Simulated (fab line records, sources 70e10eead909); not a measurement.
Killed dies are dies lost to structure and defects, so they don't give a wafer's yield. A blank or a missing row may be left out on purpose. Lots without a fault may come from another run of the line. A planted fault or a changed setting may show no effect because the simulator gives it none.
fab line records | flow nand_harc
record lots=6 wafers=18 last_day=23
route steps=1159 shown P_M0@272 P_M1@285
lots that met no fault: from a run of the same line without faults
start_h: hours from the record's first day to the start of the lot's first wafer shown | wait_h: hours since the lot's step before | " the same as in the row above | L1.1+2: a row that stands for several wafers | - no value, or no start given | * or withheld: withheld | < > ~ a bound
route shown NAME@n: a module of which the file shows steps, and the number in the route of the first | usual: mean/standard deviation of fault-free wafers | same: alike in all rows | chamber/n: place in a boat | sites: the reading at each site | _std_site: their standard deviation | _edge_site: outer sites' mean less inner sites' | radius_mm: how far each site lies from the wafer's centre | mask NAME#n: copy n | behind: the tool/chamber that last shaped the wafer | hold: why the lot was held/for how many hours/how that ended | device: the transistor (n, p or np) that didn't switch | end of line: the same wafers' tests at the end of the route | a step without rows: its recipe alone | killed: dies lost to structure and defects at the first sort, not the wafer's yield | map: a wafer's dies, x killed, . not, _ none there
set.NAME: the setting as run; set.NAME@STEP: as run at that earlier step | model.NAME: the simulator's own value behind a step, which no gauge read
lots at some steps of the route; a table a step, a row a wafer
services: from which hour (start_h, from the record's first day; less than 0 if before it) a tool's chamber was out of use, for how many hours, and why
## steps
# step NHARC_P_M0_DEGAS_28
# recipe temp_c=250 time_s=60
# usual heater_power_w=358/47 susceptor_temp_C=250.02/0.18
# columns lot.wafer tool chamber start_h wait_h heater_power_w susceptor_temp_C
L845.1 pvd_sputter-01 - 136.45 - 343 -
L845.2 " - " " 405 -
L845.6 " - " " 350 -
L844.1 pvd_sputter-01 - 139.82 - 406 249.87
L844.3 " - " " 323 250.00
L844.5 " - " " 344 249.50
L852.2 pvd_sputter-03 - 176.21 - 344 250.23
L852.4 " - " " 398 250.09
L852.6 " - " " 309 250.28
L856.3 pvd_sputter-03 - 192.97 - 368 249.77
L856.2 " - " " 344 250.25
L856.1 " - " " 401 250.36
L860.4 pvd_sputter-01 - 216.18 - 409 249.60
L860.1 " - " " 337 250.13
L860.2 " - " " 344 250.35
L862.1 pvd_sputter-02 - 225.75 - 338 -
L862.3 " - " " 329 -
L862.5 " - " " 482 -
# step NHARC_P_M0_PRE_CLEAN_29
# recipe time_s=30 temp_c=280 gas=H2/He
# usual heater_power_w=434/55 susceptor_temp_C=279.99/0.16
# columns lot.wafer tool chamber start_h wait_h heater_power_w susceptor_temp_C
L845.1 pvd_sputter-01 - - - 416 280.07
L845.2 " - " " 395 280.17
L845.6 " - " " 402 280.16
L844.3 pvd_sputter-01 - - - 414 279.91
L844.1 " - " " 387 279.90
L844.5 " - " " 415 279.93
L852.2 pvd_sputter-03 - - - 376 280.09
L852.4 " - " " 424 279.91
L852.6 " - " " 489 279.97
L856.3 pvd_sputter-03 - - - 370 279.85
L856.1 " - " " 408 279.99
L856.2 " - " " 487 279.98
L860.1 pvd_sputter-01 - - - 497 -
L860.2 " - " " 423 -
L860.4 " - " " 397 -
L862.1 pvd_sputter-02 - - - 411 280.06
L862.3 " - " " 403 279.89
L862.5 " - " " 420 279.90
# step NHARC_P_M0_PVD_20
# recipe target_thk_a=50 bias_v=168.6 power_w=15000 chamber_pressure_pa=0.12 time_s=8.06 substrate_temp_c=50 material=TaN
# step NHARC_P_M0_PVD_21
# recipe target_thk_a=300 chamber_pressure_pa=5 power_w=5000 substrate_temp_c=30 time_s=20.49 material=Cu
# usual throttle_valve_pct=29.8/1.2
# columns lot.wafer tool chamber start_h wait_h throttle_valve_pct
L845.1 pvd_sputter-01 - - - 30.7
L845.2 " - " " 30.9
L845.6 " - " " 28.0
L844.3 pvd_sputter-01 - - - 28.3
L844.1 " - " " 30.8
L844.5 " - " " 30.5
L852.4 pvd_sputter-03 - - - 31.4
L852.2 " - " " 29.4
L852.6 " - " " 31.6
L856.3 pvd_sputter-03 - - - 31.5
L856.1 " - " " 29.3
L856.2 " - " " 31.5
L860.4 pvd_sputter-01 - - - 28.3
L860.1 " - " " 30.7
L860.2 " - " " 31.0
L862.1 pvd_sputter-02 - - - 29.5
L862.3 " - " " 29.9
L862.5 " - " " 29.4
# step NHARC_P_M0_ECD_22
# recipe target_thk_a=4000 bath_temp_c=25 material=Cu
# step NHARC_P_M0_ANNEAL_30
# recipe temp_c=225 time_s=90
# usual wafer_temp_C_max=225.79/0.24
# columns lot.wafer tool chamber start_h wait_h wafer_temp_C_max
L845.1 rtp_anneal-02 0 137.26 - 225.80
L845.2 " 0 " " 225.58
L845.6 " 0 " " 225.32
L844.1 rtp_anneal-02 0 140.56 0.3 225.46
L844.3 " 0 " " 225.39
L844.5 " 0 " " 225.51
L852.2 rtp_anneal-02 0 176.99 0.3 225.71
L852.4 " 0 " " 225.65
L852.6 " 0 " " 226.15
L856.1 rtp_anneal-02 0 193.71 - 225.77
L856.2 " 0 " " 225.60
L856.3 " 0 " " 225.97
L860.1 rtp_anneal-01 0 216.94 0.4 226.03
L860.2 " 0 " " 225.97
L860.4 " 0 " " 225.82
L862.1 rtp_anneal-02 0 226.48 0.3 225.54
L862.3 " 0 " " 225.48
L862.5 " 0 " " 225.28
# step NHARC_P_M0_CMP_23
# recipe t_overpolish_s=20 target_thk_nm=117.53
# usual motor_current_A=12.1/0.99 time_to_endpoint_s=28.8/2.9
# columns lot.wafer tool chamber start_h wait_h motor_current_A time_to_endpoint_s
L845.2 cmp-01 0 137.64 - 12.0 31.8
L845.1 " 1 " " 13.9 28.4
L845.6 " 3 " " 11.7 28.3
L844.1 cmp-03 3 140.94 - 11.7 32.5
L844.3 " 0 " " 10.1 30.5
L844.5 " 2 " " 13.0 28.1
L852.2 cmp-03 2 177.29 - 12.8 28.6
L852.4 " 1 " " 11.2 34.0
L852.6 " 2 " " 12.9 26.5
L856.1 cmp-01 2 194.09 - 12.5 28.6
L856.3 " 3 " " 11.9 25.7
L856.2 " 0 " " 11.7 28.2
L860.4 cmp-03 1 217.32 - 12.2 31.8
L860.1 " 2 " " 13.2 24.0
L860.2 " 3 " " 11.3 27.1
L862.3 cmp-03 2 226.83 - 12.6 24.3
L862.1 " 0 " " 10.1 28.0
L862.5 " 2 " " 13.2 23.5
# step NHARC_P_M0_THK_MEAS_24
# recipe thk_meas_gauge=xrf
# usual thk_nm=117.6/1.5
# columns lot.wafer tool chamber start_h wait_h thk_nm
L845.1 film_metro-02 - 137.93 - 116.1
L845.2 " - " " 119.1
L845.6 " - " " 118.0
L844.1 film_metro-02 - 141.23 - 117.5
L844.3 " - " " 117.7
L844.5 " - " " 117.7
L852.2 film_metro-01 - 177.61 - 118.8
L852.4 " - " " 121.4
L852.6 " - " " 116.8
L856.1 film_metro-02 - 194.37 - 118.6
L856.2 " - " " 115.4
L856.3 " - " " 117.0
L860.1 film_metro-02 - 217.60 - 115.6
L860.2 " - " " 115.4
L860.4 " - " " 118.8
L862.1 film_metro-02 - 227.15 - 117.8
L862.3 " - " " 116.2
L862.5 " - " " 116.7
# step NHARC_P_M0_SRD_25
# step NHARC_P_M0_INSPECT_27
# usual raw_defect_count=275/92
# columns lot.wafer tool chamber start_h wait_h raw_defect_count
L845.1 defect_inspect-02 - 138.11 0.0 354
L845.2 " - " " 491
L845.6 " - " " 444
L844.1 defect_inspect-02 - 141.42 0.0 248
L844.3 " - " " 348
L844.5 " - " " 341
L852.2 defect_inspect-01 - 177.77 0.0 305
L852.4 " - " " 195
L852.6 " - " " 177
L856.1 defect_inspect-02 - 194.53 0.0 239
L856.2 " - " " 320
L856.3 " - " " 259
L860.1 defect_inspect-01 - 217.76 0.0 241
L860.2 " - " " 355
L860.4 " - " " 455
L862.1 defect_inspect-02 - 227.30 0.0 237
L862.3 " - " " 321
L862.5 " - " " 151
# step NHARC_P_M0_PRE_CLEAN_31
# recipe time_s=12 temp_c=370 rf_power_w=300 gas=NH3
# step NHARC_P_M0_DEP_32
# recipe target_thk_a=300 temp_c=370 target_thk_nm=30 pressure_torr=3 flow_sccm=200 rf_w=450 material=SiCN
# usual chamber_pressure_Torr=3.001/0.0071 heater_power_outer_w=334/54 heater_power_w=584/76 susceptor_temp_C=369.96/0.21
# columns lot.wafer tool chamber start_h wait_h chamber_pressure_Torr heater_power_outer_w heater_power_w susceptor_temp_C
L845.2 pecvd-02 2 138.25 0.1 3.011 428 760 369.75
L845.1 " 0 " " 3.005 376 645 369.98
L845.6 " 1 " " 2.998 329 588 370.07
L844.3 pecvd-01 1 141.61 0.1 3.005 320 605 370.42
L844.1 " 2 " " 3.006 259 468 370.20
L844.5 " 0 " " 3.006 263 514 369.87
L852.2 pecvd-02 0 177.91 0.1 - - - -
L852.6 " 1 " " - - - -
L852.4 " 2 " " - - - -
L856.1 pecvd-02 2 194.68 0.1 - - - -
L856.3 " 0 " " - - - -
L856.2 " 1 " " - - - -
L860.1 pecvd-01 0 218.31 0.1 3.000 328 588 369.75
L860.2 " 1 " " 2.999 330 593 369.62
L860.4 " 0 " " 3.006 316 598 369.88
L862.1 pecvd-01 2 227.49 0.1 3.004 283 482 369.53
L862.3 " 0 " " 2.983 351 613 370.34
L862.5 " 1 " " 3.004 312 556 370.07
# step NHARC_P_M1_DEP_00
# recipe target_thk_a=1825 target_thk_nm=182.5 temp_c=withheld pressure_torr=5 flow_sccm=200 rf_w=600 material=SiOC
## services
# columns tool chamber start_h hours kind
cmp-01 - 120.74 1.0 repair
pvd_sputter-01 - 121.76 0.5 repair
cmp-01 - 132.79 0.9 repair
pecvd-02 2 145.66 14.2 repair
pvd_sputter-01 - 150.09 2.0 repair
pecvd-02 - 153.32 13.0 pm
pecvd-02 0 153.32 13.0 vent_cycle
pecvd-02 1 153.32 13.0 vent_cycle
cmp-03 - 156.00 4.0 pm
pvd_sputter-01 - 158.00 10.0 pm
cmp-03 - 160.00 - consumable_replace:conditioner
cmp-03 - 160.00 - consumable_replace:pad
pvd_sputter-03 - 164.64 4.3 repair
pecvd-02 0 166.32 - clean
pecvd-02 1 166.32 - clean
pecvd-02 2 166.32 - clean
cmp-03 - 179.84 1.4 repair
cmp-01 - 180.90 3.3 repair
cmp-03 - 185.86 1.9 repair
cmp-01 - 188.19 - consumable_replace:conditioner
cmp-01 - 209.07 0.9 repair
cmp-03 - 211.78 0.3 repair
pvd_sputter-02 - 214.02 10.0 pm
cmp-01 - 216.95 4.1 repair
## key
first_sign step=NHARC_P_M0_DEP_32 reading=tool_record direction=missing
effect none on later readings
met_at NHARC_P_M0_DEP_32
struck_wafers L852.2,L852.4,L852.6,L856.1,L856.2,L856.3
sort_left_out L852.2,L852.4,L852.6,L856.1,L856.2,L856.3
onset_between 138.25 177.91
fault kind=skipped_step_whole tool=pecvd-02 chamber=- onset_h=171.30 steps=NHARC_P_M0_DEP_32 scope=struck_lots_only
# sort_left_out: the simulated sort isn't trusted on such a fault, so these wafers' sort isn't shown, and their yield isn't known
